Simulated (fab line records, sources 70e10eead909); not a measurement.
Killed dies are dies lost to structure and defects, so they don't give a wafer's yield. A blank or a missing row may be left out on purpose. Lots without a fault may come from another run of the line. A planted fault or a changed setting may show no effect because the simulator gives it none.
fab line records | flow nand_harc
record lots=6 wafers=18 last_day=26
route steps=1159 shown A_STAIRCASE@603 END@1159
lots that met no fault: from a run of the same line without faults
start_h: hours from the record's first day to the start of the lot's first wafer shown | wait_h: hours since the lot's step before | " the same as in the row above | L1.1+2: a row that stands for several wafers | - no value, or no start given | * or withheld: withheld | < > ~ a bound
route shown NAME@n: a module of which the file shows steps, and the number in the route of the first | usual: mean/standard deviation of fault-free wafers | same: alike in all rows | chamber/n: place in a boat | sites: the reading at each site | _std_site: their standard deviation | _edge_site: outer sites' mean less inner sites' | radius_mm: how far each site lies from the wafer's centre | mask NAME#n: copy n | behind: the tool/chamber that last shaped the wafer | hold: why the lot was held/for how many hours/how that ended | device: the transistor (n, p or np) that didn't switch | end of line: the same wafers' tests at the end of the route | a step without rows: its recipe alone | killed: dies lost to structure and defects at the first sort, not the wafer's yield | map: a wafer's dies, x killed, . not, _ none there
set.NAME: the setting as run; set.NAME@STEP: as run at that earlier step | model.NAME: the simulator's own value behind a step, which no gauge read
lots at some steps of the route; a table a step, a row a wafer
services: from which hour (start_h, from the record's first day; less than 0 if before it) a tool's chamber was out of use, for how many hours, and why
## steps
# step NHARC_A_STAIRCASE_DEHYDRATE_209
# recipe temp_c=150 time_s=120
# step NHARC_A_STAIRCASE_HMDS_210
# recipe time_s=30
# step NHARC_A_STAIRCASE_COAT_211
# recipe spin_rpm=1200
# step NHARC_A_STAIRCASE_SOFTBAKE_212
# recipe temp_c=135 time_s=170
# step NHARC_A_STAIRCASE_EBR_213
# step NHARC_A_STAIRCASE_EXPOSE_214
# recipe na=0.5 dose_mj=31.26 mask_id=STAIR_3
# step NHARC_A_STAIRCASE_PEB_215
# recipe peb_temp_c=115 peb_time_s=130
# step NHARC_A_STAIRCASE_DEVELOP_216
# recipe time_s=140
# step NHARC_A_STAIRCASE_HARDBAKE_218
# recipe temp_c=120 time_s=140
# step NHARC_A_STAIRCASE_DESCUM_219
# recipe time_s=3 o2_flow_sccm=200 ar_flow_sccm=0 bias_power_w=0 chemistry=O2
# usual drypump_motor_current_A=5.8/0.52 oes_product_au=1.001/0.01 rf_vpp_V=57.9/0.88 showerhead_plenum_p_Torr=1.94/0.076 throttle_valve_pct=11.310/0.0088
# columns lot.wafer tool chamber start_h wait_h drypump_motor_current_A oes_product_au rf_hours_counter_h rf_vpp_V showerhead_plenum_p_Torr throttle_valve_pct
L845.2 rie_diel-11 2 297.87 - 5.5 1.003 36 58.1 1.77 11.309
L845.3 " 3 " " 6.6 1.011 37 58.4 1.96 11.307
L845.1 " 1 " " 5.5 0.986 36 59.8 2.00 11.298
L848.4 rie_diel-07 1 308.10 - 4.7 1.004 25 58.1 1.86 11.321
L848.2 " 3 " " 5.6 1.006 23 58.7 2.05 11.294
L848.5 " 1 " " 4.7 1.003 - 58.0 1.86 11.314
L855.2 rie_diel-11 1 345.16 - 5.5 0.996 56 59.6 1.99 11.313
L855.1 " 3 " " 6.6 1.007 52 57.5 1.96 11.306
L855.6 " 0 " " 5.8 1.006 - 57.4 1.93 11.312
L856.1 rie_diel-12 0 364.16 - 5.7 1.013 56 56.8 1.89 11.301
L856.4 " 3 " " 6.0 1.011 51 57.6 1.96 11.331
L856.6 " 0 " " 5.7 1.013 - 56.3 1.89 11.313
L859.3 rie_diel-12 2 364.68 - 6.2 1.000 49 58.0 2.01 11.300
L859.6 " 2 " " 6.2 0.992 - 60.3 2.01 11.306
L859.5 " 3 " " 6.0 0.999 - 58.1 1.96 11.294
L857.1 rie_diel-12 3 369.32 - 6.0 1.006 54 58.5 1.96 11.309
L857.2 " 0 " " 5.7 1.012 59 58.4 1.89 11.313
L857.3 " 1 " " 5.9 1.007 57 58.0 1.96 11.299
# step NHARC_A_STAIRCASE_TRIM_220
# recipe time_s=211.2 o2_flow_sccm=500 ar_flow_sccm=0 bias_w=0 chemistry=O2
# usual drypump_motor_current_A=5.8/0.52 oes_product_au=1.001/0.0098 rf_vpp_V=57.8/0.94 showerhead_plenum_p_Torr=3.58/0.13 throttle_valve_pct=17.037/0.0093
# columns lot.wafer tool chamber start_h wait_h drypump_motor_current_A oes_product_au rf_hours_counter_h rf_vpp_V showerhead_plenum_p_Torr throttle_valve_pct
L845.1 rie_diel-11 0 297.96 0.1 5.8 1.015 36 58.6 3.57 17.026
L845.2 " 1 " " 5.5 0.995 36 59.7 3.68 17.032
L845.3 " 3 " " 6.6 1.010 37 58.1 3.61 17.058
L848.4 rie_diel-07 1 308.18 0.1 4.7 1.012 25 56.9 3.43 17.040
L848.2 " 2 " " 6.0 0.995 23 57.0 3.68 17.027
L848.5 " 1 " " 4.7 1.007 - 57.1 3.43 17.039
L855.2 rie_diel-11 0 345.71 0.5 5.8 0.992 56 58.6 3.56 17.031
L855.1 " 2 " " 5.5 1.009 57 57.1 3.28 17.026
L855.6 " 2 " " 5.5 1.003 - 55.9 3.28 17.025
L856.4 rie_diel-12 2 364.26 0.1 6.2 0.987 49 57.1 3.69 17.038
L856.1 " 0 " " 5.7 1.010 56 58.7 3.49 17.049
L856.6 " 1 " " 5.9 1.006 - 58.1 3.62 17.024
L859.3 rie_diel-12 3 364.79 0.1 6.0 1.003 51 57.3 3.61 17.047
L859.6 " 3 " " 6.0 1.006 - 57.9 3.61 17.034
L859.5 " 0 " " 5.7 1.002 - 57.6 3.48 17.029
L857.2 rie_diel-12 3 369.41 0.1 6.0 0.996 54 57.8 3.61 17.043
L857.3 " 1 " " 5.9 0.997 57 57.9 3.61 17.039
L857.1 " 2 " " 6.2 0.993 52 57.9 3.69 17.030
# step NHARC_A_STAIRCASE_ETCH_221
# recipe target_depth_a=1000 time_s=40.5 ion_energy_ev=400 c4f8_flow_sccm=20 o2_flow_sccm=10 ar_flow_sccm=withheld rf_w=600 bias_w=1000 chemistry=C4F8/O2
# usual bias_w=1000.0/2.8 chamber_pressure_mTorr=24.999/0.02 oes_product_au=0.936/0.015 rf_vpp_V=897/4.9
# columns lot.wafer tool chamber start_h wait_h bias_w chamber_pressure_mTorr oes_product_au rf_hours_counter_h rf_vpp_V
L845.1 rie_diel-11 2 298.19 - - - - - -
L845.3 " 3 " " - - - - -
L845.2 " 0 " " - - - - -
L848.4 rie_diel-07 3 308.34 - - - - - -
L848.2 " 0 " " - - - - -
L848.5 " 2 " " - - - - -
L855.1 rie_diel-11 1 345.90 - 995.9 24.980 0.914 56 901
L855.2 " 2 " " 1000.1 25.014 0.930 57 886
L855.6 " 0 " " 998.9 25.013 0.913 - 897
L856.4 rie_diel-12 0 364.42 - 1005.1 25.013 0.934 56 894
L856.1 " 1 " " 1005.5 24.999 0.927 54 899
L856.6 " 0 " " 1003.0 24.990 0.933 - 895
L859.3 rie_diel-12 1 364.97 - 999.3 24.967 0.928 55 899
L859.6 " 3 " " 997.9 24.999 0.922 - 899
L859.5 " 0 " " 999.6 24.978 0.944 - 894
L857.3 rie_diel-12 2 369.56 - 1002.8 24.995 0.928 52 902
L857.2 " 3 " " 1000.4 24.975 0.934 54 898
L857.1 " 1 " " 999.4 25.020 0.947 57 899
# step NHARC_A_STAIRCASE_TRIM_222
# recipe time_s=211.2 o2_flow_sccm=500 ar_flow_sccm=0 bias_w=0 chemistry=O2
# usual drypump_motor_current_A=5.9/0.51 oes_product_au=1.002/0.0098 rf_vpp_V=57.9/0.92 showerhead_plenum_p_Torr=3.58/0.13 throttle_valve_pct=17.038/0.0087
# columns lot.wafer tool chamber start_h wait_h drypump_motor_current_A oes_product_au rf_hours_counter_h rf_vpp_V showerhead_plenum_p_Torr throttle_valve_pct
L845.3 rie_diel-11 3 - - 6.6 0.995 37 58.0 3.61 17.044
L845.1 " 0 " " 5.9 1.015 36 56.1 3.57 17.040
L845.2 " 1 " " 5.5 0.992 36 59.7 3.68 17.043
L848.4 rie_diel-07 3 - - 5.6 1.004 23 59.4 3.76 17.015
L848.2 " 0 " " 6.8 0.993 25 58.8 3.41 17.025
L848.5 " 3 " " 5.6 0.998 - 58.8 3.76 17.048
L855.2 rie_diel-11 2 - - 5.5 1.003 57 57.1 3.28 17.029
L855.1 " 1 " " 5.5 0.982 57 59.1 3.67 17.028
L855.6 " 0 " " 5.8 1.008 - 57.9 3.56 17.043
L856.4 rie_diel-12 3 - - 6.0 1.022 51 56.8 3.61 17.052
L856.1 " 2 " " 6.3 0.990 49 57.5 3.69 17.018
L856.6 " 3 " " 6.0 1.002 - 58.2 3.61 17.041
L859.3 rie_diel-12 1 - - 5.9 1.003 55 57.6 3.62 17.044
L859.5 " 0 " " 5.7 1.005 - 58.1 3.49 17.041
L859.6 " 1 " " 5.9 1.000 - 59.1 3.62 17.020
L857.1 rie_diel-12 1 - - 5.9 0.996 57 58.0 3.61 17.050
L857.2 " 2 " " 6.2 0.983 52 56.3 3.69 17.044
L857.3 " 3 " " 6.0 0.989 54 58.4 3.61 17.035
# step NHARC_END_SORT_01
# recipe temp_c=25
# usual killed_at_array=27/12 killed_at_other=0.9/1.1 killed_at_periphery=3.2/2.4 killed_dies=31/12 killed_open=3.3/1.7 killed_short=2.0/1.6
# same gross_dies=677
# columns lot.wafer tool chamber start_h wait_h killed_at_array killed_at_other killed_at_periphery killed_dies killed_open killed_short
L845.1 prober-01 0 563.68 2.5 668 1 8 677 1 2
L845.2 prober-01 0 564.47 2.8 675 0 2 677 4 4
L845.3 prober-01 0 565.27 3.1 673 1 3 677 2 2
L848.2 prober-02 0 572.05 2.8 671 2 4 677 0 4
L848.4 prober-02 0 573.65 3.4 675 1 1 677 2 1
L848.5 prober-02 0 574.44 3.7 670 1 6 677 5 1
# killed by level:class
L845.1 A_STAIRCASE:area_etch=641 A_SLIT:chamber_film_flake=10 P_M1:chamber_film_flake=4 A_CHANNEL_HOLE_D1:chamber_film_flake=4 A_WL_FILL:chamber_film_flake=4 P_STI:chamber_film_flake=3 A_BONDPAD:chamber_film_flake=3 A_STAIRCASE:chamber_film_flake=2
L845.2 A_STAIRCASE:area_etch=646 A_SLIT:chamber_film_flake=12 A_CONTACT:chamber_film_flake=4 A_WL_FILL:geometric_particle:short=2 A_CONTACT:geometric_particle:open=2 A_M0:geometric_particle:short=2 A_WL_FILL:chamber_film_flake=2 A_BONDPAD:chamber_film_flake=2
L845.3 A_STAIRCASE:area_etch=643 A_SLIT:chamber_film_flake=15 A_CONTACT:chamber_film_flake=4 P_M1:chamber_film_flake=3 A_ZERO_WELL:chamber_film_flake=2 A_CHANNEL_HOLE_D1:chamber_film_flake=2 A_STAIRCASE:chamber_film_flake=2 A_CHANNEL_FILL_D1:geometric_particle:short=1
L848.2 A_STAIRCASE:area_etch=631 A_CHANNEL_HOLE_D1:chamber_film_flake=14 A_SLIT:chamber_film_flake=14 A_STAIRCASE:chamber_film_flake=4 A_WL_FILL:chamber_film_flake=3 A_CONTACT:chamber_film_flake=3 THIN_TSV:chamber_film_flake=2 P_M0:geometric_particle:short=1
L848.4 A_STAIRCASE:area_etch=634 A_CHANNEL_HOLE_D1:chamber_film_flake=16 A_SLIT:chamber_film_flake=15 A_STAIRCASE:chamber_film_flake=3 A_CONTACT:chamber_film_flake=3 A_WL_FILL:geometric_particle:short=1 A_WL_FILL:geometric_particle:open=1 A_CONTACT:geometric_particle:open=1
L848.5 A_STAIRCASE:area_etch=631 A_CHANNEL_HOLE_D1:chamber_film_flake=15 A_SLIT:chamber_film_flake=12 A_CONTACT:chamber_film_flake=5 P_ZERO_WELL:chamber_film_flake=3 A_CONTACT:geometric_particle:open=2 A_STAIRCASE:chamber_film_flake=2 P_CONTACT:geometric_particle:short=1
# map L845.1 (x killed, . not)
____________x____________
_________xxxxxxx_________
_______xxxxxxxxxxx_______
______xxxxxxxxxxxxx______
_____xxxxxxxxxxxxxxx_____
____xxxxxxxxxxxxxxxxx____
____xxxxxxxxxxxxxxxxx____
___xxxxxxxxxxxxxxxxxxx___
___xxxxxxxxxxxxxxxxxxx___
__xxxxxxxxxxxxxxxxxxxxx__
__xxxxxxxxxxxxxxxxxxxxx__
_xxxxxxxxxxxxxxxxxxxxxxx_
_xxxxxxxxxxxxxxxxxxxxxxx_
_xxxxxxxxxxxxxxxxxxxxxxx_
_xxxxxxxxxxxxxxxxxxxxxxx_
_xxxxxxxxxxxxxxxxxxxxxxx_
xxxxxxxxxxxxxxxxxxxxxxxxx
xxxxxxxxxxxxxxxxxxxxxxxxx
xxxxxxxxxxxxxxxxxxxxxxxxx
xxxxxxxxxxxxxxxxxxxxxxxxx
xxxxxxxxxxxxxxxxxxxxxxxxx
_xxxxxxxxxxxxxxxxxxxxxxx_
_xxxxxxxxxxxxxxxxxxxxxxx_
_xxxxxxxxxxxxxxxxxxxxxxx_
_xxxxxxxxxxxxxxxxxxxxxxx_
_xxxxxxxxxxxxxxxxxxxxxxx_
__xxxxxxxxxxxxxxxxxxxxx__
__xxxxxxxxxxxxxxxxxxxxx__
___xxxxxxxxxxxxxxxxxxx___
___xxxxxxxxxxxxxxxxxxx___
____xxxxxxxxxxxxxxxxx____
____xxxxxxxxxxxxxxxxx____
_____xxxxxxxxxxxxxxx_____
______xxxxxxxxxxxxx______
_______xxxxxxxxxxx_______
_________xxxxxxx_________
____________x____________
# map L848.2 (x killed, . not)
____________x____________
_________xxxxxxx_________
_______xxxxxxxxxxx_______
______xxxxxxxxxxxxx______
_____xxxxxxxxxxxxxxx_____
____xxxxxxxxxxxxxxxxx____
____xxxxxxxxxxxxxxxxx____
___xxxxxxxxxxxxxxxxxxx___
___xxxxxxxxxxxxxxxxxxx___
__xxxxxxxxxxxxxxxxxxxxx__
__xxxxxxxxxxxxxxxxxxxxx__
_xxxxxxxxxxxxxxxxxxxxxxx_
_xxxxxxxxxxxxxxxxxxxxxxx_
_xxxxxxxxxxxxxxxxxxxxxxx_
_xxxxxxxxxxxxxxxxxxxxxxx_
_xxxxxxxxxxxxxxxxxxxxxxx_
xxxxxxxxxxxxxxxxxxxxxxxxx
xxxxxxxxxxxxxxxxxxxxxxxxx
xxxxxxxxxxxxxxxxxxxxxxxxx
xxxxxxxxxxxxxxxxxxxxxxxxx
xxxxxxxxxxxxxxxxxxxxxxxxx
_xxxxxxxxxxxxxxxxxxxxxxx_
_xxxxxxxxxxxxxxxxxxxxxxx_
_xxxxxxxxxxxxxxxxxxxxxxx_
_xxxxxxxxxxxxxxxxxxxxxxx_
_xxxxxxxxxxxxxxxxxxxxxxx_
__xxxxxxxxxxxxxxxxxxxxx__
__xxxxxxxxxxxxxxxxxxxxx__
___xxxxxxxxxxxxxxxxxxx___
___xxxxxxxxxxxxxxxxxxx___
____xxxxxxxxxxxxxxxxx____
____xxxxxxxxxxxxxxxxx____
_____xxxxxxxxxxxxxxx_____
______xxxxxxxxxxxxx______
_______xxxxxxxxxxx_______
_________xxxxxxx_________
____________x____________
## services
# columns tool chamber start_h hours kind
rie_diel-12 0 285.40 - clean
rie_diel-12 1 285.40 - clean
rie_diel-12 2 285.40 - clean
rie_diel-12 3 285.40 - clean
rie_diel-11 0 296.68 - clean
rie_diel-11 1 296.68 - clean
rie_diel-11 2 296.68 - clean
rie_diel-11 3 296.68 - clean
rie_diel-11 3 302.78 6.8 repair
rie_diel-12 0 310.93 - clean
rie_diel-12 1 310.93 - clean
rie_diel-12 2 310.93 - clean
rie_diel-12 3 310.93 - clean
rie_diel-11 0 321.21 - clean
rie_diel-12 0 335.43 - clean
rie_diel-12 1 335.43 - clean
rie_diel-12 2 335.43 - clean
rie_diel-12 3 335.43 - clean
rie_diel-11 0 353.65 4.1 repair
rie_diel-12 0 360.27 - clean
rie_diel-12 1 360.27 - clean
rie_diel-12 2 360.27 - clean
rie_diel-12 3 360.27 - clean
rie_diel-11 - 366.67 9.0 pm
## key
first_sign step=NHARC_A_STAIRCASE_ETCH_221 reading=tool_record direction=missing
effect step=NHARC_END_SORT_01 reading=killed_dies direction=up sigmas=56 usual=31 struck=677
more_kills_born_at NHARC_A_STAIRCASE_ETCH_221@rie_diel-11=1930 NHARC_A_STAIRCASE_ETCH_221@rie_diel-07=1897
met_at NHARC_A_STAIRCASE_ETCH_221
struck_wafers L845.1,L845.2,L845.3,L848.2,L848.4,L848.5
later_rows_left_out L845.1,L845.2,L845.3,L848.2,L848.4,L848.5
tester_left_out L845,L848
fault kind=skipped_step_whole tool=rie_diel-07,rie_diel-11 chamber=- onset_h=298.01 steps=NHARC_A_STAIRCASE_ETCH_221 scope=struck_lots_only
# tester_left_out: of these lots the tester's yield and bins aren't shown, on N5 and GAA mostly nor the transistor test; their killed dies are dies lost to structure and defects alone, not to doping, threshold or leakage, so they don't give the yield
# later_rows_left_out: the simulator's readings of these wafers behind a module that went badly wrong aren't trusted and aren't shown, but for the sort
